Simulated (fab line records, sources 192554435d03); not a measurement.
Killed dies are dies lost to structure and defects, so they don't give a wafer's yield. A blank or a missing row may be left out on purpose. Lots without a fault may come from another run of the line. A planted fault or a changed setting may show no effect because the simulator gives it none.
Chamber matching | flow n5_finfet | N5_HKMG_FIN_STRIP_57 on rie_diel-03: 4 sister chambers
The step strips in CF4. 18 wafers are shown with their chamber, then 9 later ones without.

WAFERS WITH THEIR CHAMBER
wafer  | chamber | showerhead_plenum_p_Torr (Torr) | throttle_valve_pct (%) | oes_product_au (a.u.)
L077.1 | 1       | 1.90                            | 13.06                  | 0.93
L077.4 | 0       | 1.74                            | 13.55                  | 0.78
L077.5 | 1       | 1.90                            | 13.04                  | 0.93
L078.1 | 2       | 1.72                            | 13.53                  | 0.78
L078.3 | 0       | 1.74                            | 13.56                  | 0.78
L078.5 | 2       | 1.72                            | 13.54                  | 0.77
L082.2 | 2       | 1.72                            | 13.56                  | 0.77
L082.4 | 1       | 1.89                            | 13.07                  | 0.91
L082.5 | 3       | 1.90                            | 13.44                  | 0.81
L083.1 | 3       | 1.90                            | 13.46                  | 0.81
L083.4 | 0       | 1.74                            | 13.57                  | 0.77
L083.5 | 2       | 1.72                            | 13.55                  | 0.76
L087.1 | 3       | 1.90                            | 13.46                  | 0.80
L087.5 | 2       | 1.72                            | 13.59                  | 0.75
L087.6 | 1       | 1.89                            | 13.08                  | 0.88
L089.1 | 2       | 1.72                            | 13.59                  | 0.75
L089.3 | 1       | 1.89                            | 13.08                  | 0.88
L089.4 | 0       | 1.74                            | 13.58                  | 0.77

SIGNATURES (means of the wafers above)
reading                  | chamber 0 | chamber 1 | chamber 2 | chamber 3 | scatter within a chamber
showerhead_plenum_p_Torr | 1.7400    | 1.8940    | 1.7200    | 1.9000    | 0.00293
throttle_valve_pct       | 13.5650   | 13.0660   | 13.5600   | 13.4533   | 0.0191
oes_product_au           | 0.7750    | 0.9060    | 0.7633    | 0.8067    | 0.0156
Rule: a wafer's distance from a chamber is the root of the sum, over the readings, of the square of ((its reading less the chamber's mean) divided by the reading's scatter). The wafer belongs to the nearest chamber; if the next one is less than 2 further off, it can't be placed. The scatter: the root of (the sum of the squares of (reading less its chamber's mean) over the shown wafers, divided by (wafers less chambers)).

WAFERS WITHOUT THEIR CHAMBER
wafer  | showerhead_plenum_p_Torr (Torr) | throttle_valve_pct (%) | oes_product_au (a.u.)
L091.1 | 1.73                            | 13.59                  | 0.76
L091.2 | 1.72                            | 13.60                  | 0.75
L091.4 | 1.89                            | 13.48                  | 0.79
L095.1 | 1.89                            | 13.11                  | 0.86
L095.3 | 1.73                            | 13.62                  | 0.75
L095.5 | 1.89                            | 13.10                  | 0.87
L097.1 | 1.73                            | 13.62                  | 0.76
L097.3 | 1.71                            | 13.62                  | 0.74
L097.5 | 1.71                            | 13.60                  | 0.74

WHICH CHAMBER EACH WENT THROUGH
wafer  | from the rows above     | in truth
L091.1 | can't be placed: 2 or 0 | 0
L091.2 | 2                       | 2
L091.4 | 3                       | 3
L095.1 | 1                       | 1
L095.3 | can't be placed: 2 or 0 | 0
L095.5 | 1                       | 1
L097.1 | can't be placed: 0 or 2 | 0
L097.3 | 2                       | 2
L097.5 | 2                       | 2
Placed correctly: 6 of 9. Can't be placed from these rows: 3 (the true chamber is among the candidates in 3). Placed wrongly: 0.
